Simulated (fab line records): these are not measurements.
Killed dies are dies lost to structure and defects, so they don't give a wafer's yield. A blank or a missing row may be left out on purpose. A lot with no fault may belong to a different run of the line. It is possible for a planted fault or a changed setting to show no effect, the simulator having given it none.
Which of the tools did it? | flow nand harc | 14 lots with 42 wafers sampled at 5 steps, on a route of 1302 steps

WHAT THE GAUGES SHOWED, per wafer
NHARC_END_SORT_01. Usual: killed at array 59, standard deviation 20; killed at other 0.8, standard deviation 1.1; killed at periphery 5, standard deviation 3.1; killed dies 64, standard deviation 21; killed open 3.4, standard deviation 1.9; killed short 2.3, standard deviation 1.7.
lot  | measured     | on        | killed at array | killed at other | killed at periphery | killed dies | killed open | killed short | flag
L114 | day 24 22:13 | prober-01 | 84 99 80        | 1 0 0           | 13 8 7              | 98 107 87   | 4 5 2       | 5 2 3        |
L119 | day 26 09:52 | prober-01 | 64 79 78        | 0 0 0           | 3 4 0               | 67 83 78    | 2 1 1       | 2 1 1        |
L123 | day 27 22:22 | prober-02 | 53 62 54        | 0 0 0           | 3 3 4               | 56 65 58    | 2 2 3       | 2 1 2        |
L130 | day 31 18:52 | prober-02 | 40 53 54        | 0 0 0           | 38 58 48            | 78 111 102  | 4 4 1       | 1 1 2        | OFF
L131 | day 31 18:07 | prober-01 | 62 71 60        | 0 0 0           | 68 77 83            | 130 148 143 | 1 4 4       | 1 0 3        | OFF

WHICH TOOL RAN EACH LOT (tool, then ch and the chambers of the sampled wafers, then the start)
lot  | NHARC_P_ZERO_WELL_EXPOSE_34      | NHARC_THIN_TSV_STRIP_62              | NHARC_THIN_TSV_DEGAS_53      | NHARC_THIN_TSV_STRIP_56
L114 | krf scanner-02 ch 0, day 2 03:43 | plasma asher-01 ch 0,1, day 24 09:02 | pvd sputter-03, day 24 11:10 | plasma asher-01 ch 0,1, day 24 12:53
L115 | krf scanner-04 ch 0, day 2 10:05 | plasma asher-02 ch 0, day 23 19:08   | pvd sputter-02, day 23 21:17 | plasma asher-02 ch 0,1, day 23 22:57
L116 | krf scanner-02 ch 0, day 2 20:01 | plasma asher-02 ch 0,1, day 24 08:11 | pvd sputter-02, day 24 10:18 | plasma asher-01 ch 0,1, day 24 12:05
L117 | krf scanner-01 ch 0, day 3 06:01 | plasma asher-01 ch 0,1, day 25 00:34 | pvd sputter-03, day 25 02:46 | plasma asher-02 ch 0,1, day 25 04:33
L118 | krf scanner-02 ch 0, day 3 15:59 | plasma asher-01 ch 1, day 24 23:04   | pvd sputter-02, day 25 01:13 | plasma asher-01 ch 0,1, day 25 03:00
L119 | krf scanner-02 ch 0, day 4 01:52 | plasma asher-01 ch 0,1, day 25 21:29 | pvd sputter-03, day 25 23:38 | plasma asher-02 ch 0,1, day 26 01:27
L120 | krf scanner-02 ch 0, day 4 11:52 | plasma asher-01 ch 0,1, day 25 22:41 | pvd sputter-03, day 26 00:50 | plasma asher-02 ch 0,1, day 26 02:33
L121 | krf scanner-02 ch 0, day 4 21:58 | plasma asher-01 ch 1, day 27 07:16   | pvd sputter-01, day 27 09:25 | plasma asher-02 ch 0,1, day 27 11:26
L122 | krf scanner-01 ch 0, day 5 08:04 | plasma asher-01 ch 0,1, day 26 22:04 | pvd sputter-02, day 27 00:13 | plasma asher-02 ch 0,1, day 27 02:00
L123 | krf scanner-04 ch 0, day 5 17:50 | plasma asher-01 ch 0,1, day 27 08:28 | pvd sputter-02, day 27 10:38 | plasma asher-01 ch 0, day 27 12:28
L127 | krf scanner-04 ch 0, day 7 10:00 | plasma asher-02 ch 0,1, day 29 04:22 | pvd sputter-02, day 29 06:32 | plasma asher-01 ch 0,1, day 29 08:19
L130 | krf scanner-02 ch 0, day 8 16:31 | plasma asher-01 ch 0, day 31 06:30   | pvd sputter-01, day 31 08:38 | plasma asher-01 ch 0,1, day 31 10:17
L131 | krf scanner-02 ch 0, day 9 01:51 | plasma asher-01 ch 0,1, day 31 05:04 | pvd sputter-01, day 31 07:14 | plasma asher-01 ch 0,1, day 31 08:55
L133 | krf scanner-01 ch 0, day 9 21:56 | plasma asher-01 ch 1, day 31 16:20   | pvd sputter-03, day 31 18:28 | plasma asher-01 ch 0,1, day 31 20:22
- NHARC_P_ZERO_WELL_EXPOSE_34: exposes mask P PWELL, target cd 720 nm.
- NHARC_THIN_TSV_STRIP_62: strips in N2/H2, time 20 s.
- NHARC_THIN_TSV_DEGAS_53: time 60 s.
- NHARC_THIN_TSV_STRIP_56: strips in O2.

WHAT THE TOOLS THEMSELVES READ (means of the sampled wafers that have a number; where no wafer has one, the mark that the record gives instead)
NHARC_THIN_TSV_STRIP_62. Usual: drypump motor current A 5.9 A, standard deviation 0.49; heater power w 316 W, standard deviation 38; rf refl power W 26 W, standard deviation 8.7.
lot  | tool            | drypump motor current A (A) | heater power w (W) | rf refl power W (W) | flag
L114 | plasma asher-01 | 5.9                         | 279                | 34                  |
L115 | plasma asher-02 | 6.1                         | 370                | 22                  |
L116 | plasma asher-02 | 5.8                         | 364                | 20                  |
L117 | plasma asher-01 | 6.2                         | 298                | -                   | OFF
L118 | plasma asher-01 | 6.5                         | 323                | 25                  |
L119 | plasma asher-01 | 5.9                         | 283                | -                   | OFF
L120 | plasma asher-01 | 6.2                         | 300                | 30                  |
L121 | plasma asher-01 | 6.5                         | 326                | -                   | OFF
L122 | plasma asher-01 | 5.9                         | 280                | 35                  |
L123 | plasma asher-01 | 6.2                         | 304                | 29                  |
L127 | plasma asher-02 | 5.5                         | 350                | 18                  |
L130 | plasma asher-01 | 5.6                         | 269                | -                   | OFF
L131 | plasma asher-01 | 5.9                         | 293                | 34                  |
L133 | plasma asher-01 | 6.5                         | 328                | 25                  |

NHARC_THIN_TSV_DEGAS_53. Usual: heater power w 466 W, standard deviation 43.
lot  | tool           | heater power w (W) | flag
L114 | pvd sputter-03 | 440                |
L115 | pvd sputter-02 | 470                |
L116 | pvd sputter-02 | 514                |
L117 | pvd sputter-03 | 416                |
L118 | pvd sputter-02 | 484                |
L119 | pvd sputter-03 | 436                |
L120 | pvd sputter-03 | 432                |
L121 | pvd sputter-01 | 482                |
L122 | pvd sputter-02 | 494                |
L123 | pvd sputter-02 | 521                |
L127 | pvd sputter-02 | 504                |
L130 | pvd sputter-01 | 483                |
L131 | pvd sputter-01 | 486                |
L133 | pvd sputter-03 | 457                |

NHARC_THIN_TSV_STRIP_56. Usual: drypump motor current A 5.9 A, standard deviation 0.5; heater power w 320 W, standard deviation 38; rf refl power W 25 W, standard deviation 8.6.
lot  | tool            | drypump motor current A (A) | heater power w (W) | rf refl power W (W) | flag
L114 | plasma asher-01 | 5.9                         | 284                | 36                  |
L115 | plasma asher-02 | 5.8                         | 366                | -                   | OFF
L116 | plasma asher-01 | 5.9                         | 280                | -                   | OFF
L117 | plasma asher-02 | 5.5                         | 356                | 19                  |
L118 | plasma asher-01 | 6.2                         | 301                | 30                  |
L119 | plasma asher-02 | 5.8                         | 358                | 20                  |
L120 | plasma asher-02 | 5.8                         | 358                | 20                  |
L121 | plasma asher-02 | 5.8                         | 354                | 20                  |
L122 | plasma asher-02 | 5.5                         | 349                | 18                  |
L123 | plasma asher-01 | 5.6                         | 260                | 39                  |
L127 | plasma asher-01 | 5.9                         | 285                | 35                  |
L130 | plasma asher-01 | 6.2                         | 311                | -                   | OFF
L131 | plasma asher-01 | 5.9                         | 290                | -                   | OFF
L133 | plasma asher-01 | 6.2                         | 309                | -                   | OFF

THE ANSWER, worked out from the rows above alone
Rule: lot off if the mean of its wafers having a number is beyond 3 standard deviations from the usual mean. A lot without any number at a reading at which 4 lots or more have one is off too. Where the step has rows for the other lots, those lots are counted as sound. After the gauges, taken in route order, come the tools' own readings; for these a lot's mean is taken, as printed above. At the first step where some lot is off, the reading lying furthest off is the one used; lots without a number count as furthest.
Off: L130, L131 (NHARC_END_SORT_01, killed at periphery). Neither off nor sound, because the step has no rows for them: L115, L116, L117, L118, L120, L121, L122, L127, L133.
A tool fits if, at a process step before that reading, it ran every lot that is off, and no sound lot after the first of them. Not tried: the gauges at NHARC_END_SORT_01; whatever is off there is also off at NHARC_THIN_TSV_STRIP_56, on other tools, and gauge error can't account for it. Can't be told from this: 3 tools fit, krf scanner-02 at NHARC_P_ZERO_WELL_EXPOSE_34, plasma asher-01 at NHARC_THIN_TSV_STRIP_62 and NHARC_THIN_TSV_STRIP_56, pvd sputter-01 at NHARC_THIN_TSV_DEGAS_53.

WHAT WAS PUT IN BY THE SIMULATOR
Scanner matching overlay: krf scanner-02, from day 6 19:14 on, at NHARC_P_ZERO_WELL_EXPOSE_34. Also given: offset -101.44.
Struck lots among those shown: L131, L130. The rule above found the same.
